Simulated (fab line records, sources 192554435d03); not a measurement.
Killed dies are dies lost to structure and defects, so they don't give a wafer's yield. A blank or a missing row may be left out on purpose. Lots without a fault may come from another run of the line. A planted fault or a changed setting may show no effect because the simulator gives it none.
fab line records | flow n5_finfet
record lots=4 wafers=12 last_day=15
route steps=1938 shown PMOS_HMC_CHANNEL_EPI@64 FIN_SAQP@90 PASSIVATION@1936
lots that met no fault: from a run of the same line without faults
start_h: hours from the record's first day to the start of the lot's first wafer shown | wait_h: hours since the lot's step before | " the same as in the row above | L1.1+2: a row that stands for several wafers | - no value, or no start given | * or withheld: withheld | < > ~ a bound
route shown NAME@n: a module of which the file shows steps, and the number in the route of the first | usual: mean/standard deviation of fault-free wafers | same: alike in all rows | chamber/n: place in a boat | sites: the reading at each site | _std_site: their standard deviation | _edge_site: outer sites' mean less inner sites' | radius_mm: how far each site lies from the wafer's centre | mask NAME#n: copy n | behind: the tool/chamber that last shaped the wafer | hold: why the lot was held/for how many hours/how that ended | device: the transistor (n, p or np) that didn't switch | end of line: the same wafers' tests at the end of the route | a step without rows: its recipe alone | killed: dies lost to structure and defects at the first sort, not the wafer's yield | map: a wafer's dies, x killed, . not, _ none there
set.NAME: the setting as run; set.NAME@STEP: as run at that earlier step | model.NAME: the simulator's own value behind a step, which no gauge read
lots at some steps of the route; a table a step, a row a wafer
services: from which hour (start_h, from the record's first day; less than 0 if before it) a tool's chamber was out of use, for how many hours, and why
## steps
# step N5_PMOS_HMC_CHANNEL_EPI_DEVELOP_08
# recipe develop_time_s=30 developer=TMAH resist=CAR-ArF-block dev_temp_c=23 rinse_liquid=diw dry=air_spin
# step N5_PMOS_HMC_CHANNEL_EPI_DESCUM_14
# recipe chemistry=O2 time_s=7.9 source_power_w=50 bias_power_w=20 pressure_mtorr=20 rf_frequency_hz=2.712e+07 temp_c=40 resist=CAR-ArF-block o2_flow_sccm=225
# step N5_PMOS_HMC_CHANNEL_EPI_ETCH_32
# recipe chemistry=N2/H2 target=BARC stop_on=SiO2 target_depth_a=858 over_etch_frac=0.3 time_s=50.3 ion_energy_ev=200 mask_material=CAR-ArF-block pressure_mtorr=30 source_w=840 bias_w=150 n2_flow_sccm=200 h2_flow_sccm=200
# step N5_PMOS_HMC_CHANNEL_EPI_HM_OPEN_15
# recipe chemistry=CHF3/O2 target=SiO2 mask_material=CAR-ArF-block target_depth_a=406 CHF3_flow_sccm=50 O2_flow_sccm=5 Ar_flow_sccm=200 time_s=20.3 pressure_mtorr=30 source_w=650 bias_w=170 ion_energy_ev=200
# step N5_PMOS_HMC_CHANNEL_EPI_STRIP_33
# recipe chemistry=N2/H2 power_w=500 temp_c=40 pressure_mtorr=50 rf_frequency_hz=6e+07 overash_fraction=0.3 bias_power_w=8 h2_frac=0.5 n2_flow_sccm=300 h2_flow_sccm=300
# step N5_PMOS_HMC_CHANNEL_EPI_STRIP_17
# recipe chemistry=SPM time_s=750 temp_c=130 h2so4_h2o2_vol_ratio=4 dry=ipa_marangoni
# step N5_PMOS_HMC_CHANNEL_EPI_ETCH_38
# recipe chemistry=CF4 target=SiO2 target_depth_a=15 ion_energy_ev=350 pressure_mtorr=10 icp_w=800 bias_w=400 cf4_flow_sccm=80
# step N5_PMOS_HMC_CHANNEL_EPI_FIN_RECESS_16
# recipe chemistry=HBr/Cl2 target=Si mask_material=SiO2 target_depth_a=540 time_s=18 pressure_mtorr=10 icp_w=800 bias_w=75 HBr_flow_sccm=150 Cl2_flow_sccm=80
# step N5_PMOS_HMC_CHANNEL_EPI_PRECLEAN_36
# recipe chemistry=O3/DIW time_s=45 temp_c=22 o3_ppm=10
# step N5_PMOS_HMC_CHANNEL_EPI_PRECLEAN_18
# recipe chemistry=DHF time_s=30 temp_c=25 dilution=withheld
# columns lot.wafer tool chamber start_h wait_h
L421.1+2+3 wet_bench-01 5,6,7 66.49 0.0
L426.2+5+6 wet_bench-05 3,7,4 95.81 0.0
L427.2+3+6 wet_bench-01 2,1,3 101.96 0.0
L430.1+4+5 wet_bench-01 7,4,2 120.29 0.0
# step N5_PMOS_HMC_CHANNEL_EPI_SRD_19
# recipe dry=ipa_marangoni do_ppb=5 time_s=30 temp_c=23 rinse_liquid=diw
# step N5_PMOS_HMC_CHANNEL_EPI_EPI_20
# recipe material=SiGe30 mask_material=SiO2 pressure_torr=20 target_thk_a=590 temp_c=600
# step N5_PMOS_HMC_CHANNEL_EPI_HM_STRIP_35
# recipe chemistry=dHF temp_c=25 material=SiO2 target=SiO2 target_depth_a=396 time_s=216
# step N5_PMOS_HMC_CHANNEL_EPI_SRD_39
# recipe dry=ipa_marangoni time_s=30 temp_c=23 rinse_liquid=diw
# step N5_PMOS_HMC_CHANNEL_EPI_CMP_21
# recipe material=SiGe30 post_cmp_clean=alkaline_brush target_thk_nm=54
# step N5_PMOS_HMC_CHANNEL_EPI_PRECLEAN_40
# recipe chemistry=DHF time_s=30 temp_c=25 dilution=withheld
# step N5_PMOS_HMC_CHANNEL_EPI_PRECLEAN_37
# recipe chemistry=O3/DIW time_s=45 temp_c=22 o3_ppm=10
# step N5_PMOS_HMC_CHANNEL_EPI_PRECLEAN_24
# recipe chemistry=DHF time_s=30 temp_c=25 dilution=withheld
# step N5_PMOS_HMC_CHANNEL_EPI_SRD_25
# recipe dry=ipa_marangoni do_ppb=5 time_s=30 temp_c=23 rinse_liquid=diw
# step N5_PMOS_HMC_CHANNEL_EPI_EPI_26
# recipe material=Si target_thk_a=38 temp_c=650 precursor=SiH4/H2 pressure_torr=20 time_s=22.7
# step N5_FIN_SAQP_PRECLEAN_42
# recipe chemistry=O3/DIW time_s=60 temp_c=22 o3_ppm=10
# step N5_FIN_SAQP_PRECLEAN_00
# recipe chemistry=SC1 time_s=60 temp_c=55 mix=1:2:50
# step N5_FIN_SAQP_PRECLEAN_44
# recipe chemistry=SC2 time_s=45 temp_c=35 mix=1:1:50
# step N5_FIN_SAQP_SRD_01
# recipe dry=ipa_marangoni time_s=30 temp_c=23 rinse_liquid=diw
# step N5_FIN_SAQP_ALD_61
# recipe material=SiO2 target_thk_a=40 temp_c=300 ald_precursor_family=BDEAS ald_co_reactant=O2-plasma pulse_time_s=1 purge_time_s=2 co_reactant_purge_time_s=2 ald_cycles=43 pressure_torr=2
# step N5_FIN_SAQP_DENSIFY_62
# recipe temp_c=700 time_s=60 ambient=N2 idle_temp_c=600 ramp_up_c_per_s=150 ramp_down_c_per_s=60 cool_to_c=600
# step N5_FIN_SAQP_HM_DEP_03
# recipe material=SiNx target_thk_a=380 temp_c=400 precursor=SiH4/NH3/N2 pressure_torr=1.5 rf_w=300 time_s=33.6
# step N5_FIN_SAQP_PECVD_47
# recipe material=a-Si target_thk_a=450 temp_c=400 precursor=SiH4/He pressure_torr=3 rf_w=100 time_s=36.3
# step N5_FIN_SAQP_PECVD_48
# recipe material=SiNx target_thk_a=250 temp_c=400 precursor=SiH4/NH3/N2 pressure_torr=1.5 rf_w=300 time_s=22.1
# step N5_FIN_SAQP_PECVD_06
# recipe material=a-Si target_thk_a=600 temp_c=400 precursor=SiH4/He pressure_torr=3 rf_w=100 time_s=48.1
# step N5_FIN_SAQP_HM_DEP_72
# recipe material=SiO2 target_thk_a=120 temp_c=400 precursor=SiH4/N2O pressure_torr=0.75 rf_w=275 time_s=7.2
# step N5_FIN_SAQP_COAT_49
# recipe resist=SOC temp_c=250 time_s=60 spin_rpm=1500 resist_thk_nm=100
# step N5_FIN_SAQP_COAT_50
# recipe resist=SiARC temp_c=220 time_s=60 spin_rpm=1500 resist_thk_nm=35
# step N5_FIN_SAQP_COAT_10
# recipe resist=CAR-ArF spin_rpm=1500 resist_thk_nm=90
# step N5_PASSIVATION_PROBE_49
# usual defect_limited_yield=91.0/1.5 killed_at_M0_to_M3=34/9.1 killed_at_M4_up=14/5.7 killed_at_contacts=13/5.7 killed_at_front_end=42/12 killed_at_other=4/3.4 killed_dies=106/17 killed_on_rim=14/4.3 killed_open=70/13 killed_short=34/7.5 sort_bin_5_function=5.2/0.94 sort_bin_6_memory=3.4/0.69 sort_n_pass=1074/17 sort_yield_pct=91.0/1.5
# same gross_dies=1180 killed_at_back_side=0 sort_bin_4_leakage[%]=0 sort_bin_8_speed[%]=0
# columns lot.wafer tool chamber start_h wait_h defect_limited_yield[%] killed_at_M0_to_M3 killed_at_M4_up killed_at_contacts killed_at_front_end killed_at_other killed_dies killed_on_rim killed_open killed_short sort_bin_5_function[%] sort_bin_6_memory[%] sort_n_pass sort_yield_pct[%]
L426.2 prober-02 - 356.75 0.1 91.4 30 14 9 46 3 102 16 69 30 5.3 3.0 1078 91.4
L426.5 prober-02 - 356.90 0.2 89.1 37 11 15 64 2 129 20 92 35 5.6 5.0 1051 89.1
L426.6 prober-02 - 356.95 0.3 90.2 42 7 20 43 4 116 19 84 30 5.6 4.1 1064 90.2
L427.2 prober-02 - 359.52 0.1 83.8 31 13 17 125 5 191 29 65 29 10.8 3.4 989 83.8
L427.3 prober-02 - 359.57 0.1 93.2 19 14 4 37 6 80 14 47 30 3.7 2.7 1100 93.2
L427.6 prober-02 - 359.72 0.3 95.4 13 7 6 27 1 54 9 36 14 1.7 2.3 1126 95.4
L430.5 prober-01 - 368.58 0.2 85.4 24 11 9 123 5 172 23 52 29 8.7 3.5 1008 85.4
# killed by level:class
L426.2 STI_FIN_REVEAL:geometric_particle:open=13 BEOL_M0_SAQP:geometric_particle:open=12 FIN_SAQP:geometric_particle:short=8 MOL_CONTACT_COAG:geometric_particle:open=7 BEOL_M0_SAQP:geometric_particle:short=7 FIN_SAQP:geometric_particle:open=6 BEOL_M1:geometric_particle:open=6 STI_FIN_REVEAL:geometric_particle:short=3
L426.5 STI_FIN_REVEAL:geometric_particle:open=19 FIN_SAQP:geometric_particle:open=17 MOL_CONTACT_COAG:geometric_particle:open=11 BEOL_M1:geometric_particle:open=11 FIN_SAQP:geometric_particle:short=8 BEOL_M3:geometric_particle:open=7 GATE_CUT:geometric_particle:short=6 BEOL_M0_SAQP:geometric_particle:open=6
L426.6 MOL_CONTACT_COAG:geometric_particle:open=17 BEOL_M3:geometric_particle:open=14 FIN_SAQP:geometric_particle:open=10 BEOL_M2:geometric_particle:open=10 FIN_SAQP:geometric_particle:short=8 DUMMY_GATE:geometric_particle:open=7 STI_FIN_REVEAL:geometric_particle:open=5 BEOL_M0_SAQP:geometric_particle:open=5
L427.2 PMOS_HMC_CHANNEL_EPI:unspecified=97 MOL_CONTACT_COAG:geometric_particle:open=13 BEOL_M5:geometric_particle:open=7 BEOL_M1:geometric_particle:open=7 BEOL_M0_SAQP:geometric_particle:short=6 BEOL_M0_SAQP:geometric_particle:open=6 STARTING-WAFER:geometric_particle:open=6 FIN_SAQP:geometric_particle:short=5
L427.3 BEOL_M4:geometric_particle:open=7 FIN_SAQP:geometric_particle:short=6 BEOL_M1:geometric_particle:open=5 BEOL_M0_SAQP:geometric_particle:open=5 STI_FIN_REVEAL:geometric_particle:open=4 DUMMY_GATE:geometric_particle:open=4 ILD0:geometric_particle:short=4 MOL_CONTACT_COAG:geometric_particle:open=4
L427.6 MOL_CONTACT_COAG:geometric_particle:open=6 STI_FIN_REVEAL:geometric_particle:open=5 DUMMY_GATE:geometric_particle:open=5 FIN_SAQP:geometric_particle:open=4 BEOL_M2:geometric_particle:open=4 HKMG_FIN:area_etch=4 BEOL_M0_SAQP:geometric_particle:short=3 BEOL_M5:geometric_particle:open=3
L430.5 PMOS_HMC_CHANNEL_EPI:unspecified=90 FIN_SAQP:geometric_particle:open=8 BEOL_M0_SAQP:geometric_particle:short=8 MOL_CONTACT_COAG:geometric_particle:open=6 GATE_CUT:geometric_particle:short=5 BEOL_M0_SAQP:geometric_particle:open=5 STI_FIN_REVEAL:geometric_particle:open=4 BEOL_M5:geometric_particle:open=3
# map L427.2 (x killed, . not)
_________________............________________
______________.................x_____________
___________..x...............x..x..__________
__________........................x._________
________..............x..........x...x_______
_______....x.....................x...xx______
______.....x...x...........x.....xxxxxxx_____
_____x...............x........x..xxxxxxxx____
____..........x.........x........xxxxxxxxx___
___.......x....x.......x.xx......xxxxxxxxxx__
___...........x..............x...xxxxxxxxxx__
__.................x........x..x.xxxxxxxxxxx_
__....x....................x.x....xxxxxxxxxx_
_.....................x....x..xx..xxxxxxxxxxx
_....x.......x......................xxxxxxxxx
_............x.......x...x.......x...xxxxx.x.
_............x......................xx.x.x..x
_...............x.........x...x.........x.xx.
_............x...............x.........xx....
_...........xx...............x......x........
_................x.........x.....x..x........
__...............................x.........._
__.....x.....x..........x..x.x.............._
___..........x.x..............x..x.........__
___.........................x....xx........__
____.............x........................___
_____.................xx....x............____
______...............x......x....xx....._____
_______..x....................x...x....______
________.....................xx......._______
__________.........................x_________
___________...............x........__________
______________.....x............_____________
_________________x...xx....x.________________
# map L430.5 (x killed, . not)
_________________............________________
______________......x...x....x.._____________
___________.......x................__________
__________.......................x.._________
________...............x........x...xx_______
_______..............xx.x....x.......xx______
______....x....x....x.......x.....x.xxxx_____
_____..x..........................xxxxxxx____
____..x.x................x.....x..xxxxxxxx___
___.......x.....................xxxxxxxxxxx__
___x...............x.....x..x....xxxxxxxxxx__
__............................x.x.xxxxxxxxxx_
__...............x................xxxxxxxxxx_
_.x................x.x...........xxxxxxxxxx.x
_......................x.x.......x..xxxxxxxx.
_x...............x..................xxxx.xx..
_.................x.................xx..x....
_............xx........................x.....
_...x...x............x.x.....................
_...........x...............................x
_..........x...x..................x...x......
__...x..x..x........x.....x................._
__........x......x....x..........x.........._
___......x..............x..................__
___........................x.......x.......__
____....x.........x.......................___
_____.....x......x.x.x........x.......x..____
______..x..............................._____
_______..................x.....x.......______
________......x......................._______
__________.................x........_________
___________x.....x.................__________
______________.............x...._____________
_________________............________________
## services
# columns tool chamber start_h hours kind
wet_bench-05 - 47.82 2.0 repair
## key
first_sign step=N5_PASSIVATION_PROBE_49 reading=killed_at_front_end direction=up sigmas=6.6 usual=42 struck=124
effect step=N5_PASSIVATION_PROBE_49 reading=killed_dies direction=up sigmas=4.4 usual=106 struck=182
more_kills_born_at N5_PMOS_HMC_CHANNEL_EPI_PRECLEAN_18@wet_bench-01=187
met_at N5_PMOS_HMC_CHANNEL_EPI_PRECLEAN_18
struck_wafers L427.2,L430.5
fault kind=chamber_particle_source tool=wet_bench-01 chamber=2 onset_h=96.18 steps=N5_PMOS_HMC_CHANNEL_EPI_PRECLEAN_18 rate_per_visit_cm2=0.86634 end_h=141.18
